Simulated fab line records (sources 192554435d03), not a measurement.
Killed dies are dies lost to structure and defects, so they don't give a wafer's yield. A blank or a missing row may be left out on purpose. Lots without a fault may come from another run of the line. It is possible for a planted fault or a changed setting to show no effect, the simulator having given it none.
Split-lot trial + flow n5_finfet + 21 wafers read across 7 lots, on a route 1938 steps long

ON THE SPLIT
At N5_ZERO_LAYER_PECVD_02 (deposits SiO2 from SiH4/N2O, target thk 10 nm, time 6 s), the setting time_s was moved away from the recipe's 6 s on 4 of the 21 wafers read, by -13.9% to -10.2%. This setting was run at the recipe's value on the other wafers.

Reading taken at the split's own step.

THE READING
SiO2_of_ZERO_LAYER_PECVD_02.thk_nm (the simulator's own value, which no gauge read), in nm, at N5_ZERO_LAYER_PECVD_02 (deposits SiO2 from SiH4/N2O, target thk 10 nm, time 6 s). The file gives no usual value for it. Average 9.971 nm, standard deviation 0.17 nm, over the 17 wafers here run with the recipe.

| wafer  | tool, chamber at the split | time_s as run, s | against the recipe | SiO2_of_ZERO_LAYER_PECVD_02.thk_nm, nm | against lot-mates on the recipe |
|--------|----------------------------|------------------|--------------------|----------------------------------------|---------------------------------|
| L075.2 | pecvd-03, 1                | 5.387            | -10.2%             | 8.989                                  | -1.341                          |
| L075.5 | pecvd-03, 1                | 6                | recipe             | 10.33                                  | -                               |
| L075.6 | pecvd-03, 2                | 5.387            | -10.2%             | 9.307                                  | -1.023                          |
| L080.1 | pecvd-03, 1                | 6                | recipe             | 9.896                                  | -                               |
| L080.2 | pecvd-03, 0                | 6                | recipe             | 9.818                                  | -                               |
| L080.3 | pecvd-03, 2                | 6                | recipe             | 9.976                                  | -                               |
| L083.1 | pecvd-03, 1                | 5.346            | -10.9%             | 8.785                                  | -1.214                          |
| L083.4 | pecvd-03, 2                | 6                | recipe             | 10.03                                  | -                               |
| L083.6 | pecvd-03, 0                | 6                | recipe             | 9.969                                  | -                               |
| L086.2 | pecvd-01, 2                | 6                | recipe             | 9.727                                  | -                               |
| L086.3 | pecvd-01, 0                | 6                | recipe             | 9.968                                  | -                               |
| L086.4 | pecvd-01, 2                | 6                | recipe             | 9.814                                  | -                               |
| L087.2 | pecvd-03, 0                | 6                | recipe             | 9.823                                  | -                               |
| L087.3 | pecvd-03, 2                | 6                | recipe             | 9.872                                  | -                               |
| L087.4 | pecvd-03, 2                | 6                | recipe             | 9.82                                   | -                               |
| L088.1 | pecvd-04, 2                | 6                | recipe             | 9.854                                  | -                               |
| L088.4 | pecvd-04, 2                | 5.169            | -13.9%             | 8.647                                  | -1.320                          |
| L088.5 | pecvd-04, 1                | 6                | recipe             | 10.08                                  | -                               |
| L096.2 | pecvd-03, 0                | 6                | recipe             | 10.1                                   | -                               |
| L096.4 | pecvd-03, 0                | 6                | recipe             | 10.29                                  | -                               |
| L096.6 | pecvd-03, 2                | 6                | recipe             | 10.14                                  | -                               |

FIT RESULTS
A straight line over all 21 wafers: SiO2_of_ZERO_LAYER_PECVD_02.thk_nm changes by +0.0927 nm for each +1% of time_s; r = +0.93; the points scatter about the line by 0.18 nm.
The same after taking each lot's own level away (the mean of its wafers on the recipe; 21 wafers): +0.107 nm for each +1%; r = +0.98; scatter 0.099 nm.
The reading moves by 1.5 nm for the largest change in time_s, on that fit.
The span of the lots' own levels, 9.8363 to 10.3300 nm, comes to 3.0 times the standard deviation stated above.
So the lot-to-lot level changes the slope: the two fits differ.
Check: -1.58 nm against its lot-mates is what the line predicts for one of the wafers moved furthest among these (-13.9%) when that wafer is left out of the fit. Against them it came out at -1.32 nm.

FILE'S OWN FIT
SiO2_of_ZERO_LAYER_PECVD_02.thk_nm changes by +0.105 nm for each +1% of time_s, r = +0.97.
